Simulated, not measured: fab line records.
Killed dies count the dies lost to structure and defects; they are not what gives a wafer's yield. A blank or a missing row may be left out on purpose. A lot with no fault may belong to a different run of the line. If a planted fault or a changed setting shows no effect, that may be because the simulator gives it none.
8D (eight disciplines) problem report, filled in by code | flow n5 finfet | the parts of the form that need people (team, actions taken, sign-off) are left out

1. THE ISSUE
Wafers with no fault read 246.9 s with a standard deviation of 0.37, whereas run length s at N5_BEOL_M2_CVD_47 reads a mean of 339.5 s on 1 wafer of 1 lot. That is +99 or more standard deviations from the usual mean.
The step: deposits Co from CCTBA/H2, target thk 3 nm, time 223.8 s.
Seen first at day 10 09:49 on cvd co-02, wafer L478.4. Wafers with a number at this step in the record: 30, from 10 lots. Rule for "out" (also "out of limits"): further than 4 standard deviations from the usual mean. All remaining wafers that have a number are taken as sound.

2. WHAT THIS IS AND IS NOT
question                    | is                | is not
which readings at this step | run length s      | -
which lots                  | L478              | L465, L468, L471, L472, L473, L476, L484, L486, L488
which wafers of those lots  | L478.4            | L478.3, L478.6
read on which tools         | cvd co-02         | cvd co-01
when                        | from day 10 09:49 | up to then (20 sound wafers); but 9 sound wafers of L484, L486, L488 came after

3. WHAT RULES OUT EACH SUSPECT
Counting: a tool at a process step up to the reading stays a suspect if it ran every lot that is out. Sound lots after the first of them don't rule it out here, since some wafers of a struck lot are sound.
- ald metal-04 at N5_BEOL_M2_ALD_84 (deposits TaN, pulse time 2 s, purge time 3 s, co reactant purge time 2 s): kept. It ran the lot that is out, L478 (day 10 09:32).
- cvd co-02 at N5_BEOL_M2_CVD_47 (deposits Co from CCTBA/H2, target thk 3 nm, time 223.8 s): kept. The lot that is out, L478, ran on it at day 10 09:49; the last sound lot it ran before that was L476, at day 9 09:38. Out on those wafers are its own readings of run length s.
- Within ald metal-04 at N5_BEOL_M2_ALD_84: the wafers that are out ran in chamber 0; their sound lot-mates ran in chambers 1, 3.
- Within cvd co-02 at N5_BEOL_M2_CVD_47: the wafers that are out ran in chamber 2; their sound lot-mates ran in chamber 1.
Left after counting: ald metal-04 at N5_BEOL_M2_ALD_84, cvd co-02 at N5_BEOL_M2_CVD_47.

4. THE CAUSE (what the simulator had put in)
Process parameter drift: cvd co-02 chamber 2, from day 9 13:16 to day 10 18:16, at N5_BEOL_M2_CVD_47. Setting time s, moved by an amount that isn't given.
Counting leaves 2 suspects; this tool is one of them.

5. THE CHAIN OF EFFECTS, in route order
Each row: a reading whose mean over the struck wafers that have a number lies more than 3 standard deviations from the usual. Scope: only readings with a usual standard deviation given in the record; hours: median across lots of the time from each lot's start at the first step in this table that gives one to its start at this step; sigmas: change in usual standard deviations.
hours | step              | reading      | usual   | on struck wafers | change | sigmas
0     | N5_BEOL_M2_CVD_47 | run length s | 246.9 s | 339.5            | +92.6  | +99 or more
Its process steps:
- N5_BEOL_M2_CVD_47: deposits Co from CCTBA/H2, target thk 3 nm, time 223.8 s.
At these later measuring or inspecting steps, every struck wafer for which the step has a row has a number for every such reading, and none has moved that far: N5_BEOL_M4_RC_MEAS_101.

6. WHAT WOULD HAVE CAUGHT IT SOONER
In this record no reading fell out of limits until day 10 09:49, 21 hours after the fault had begun at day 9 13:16.
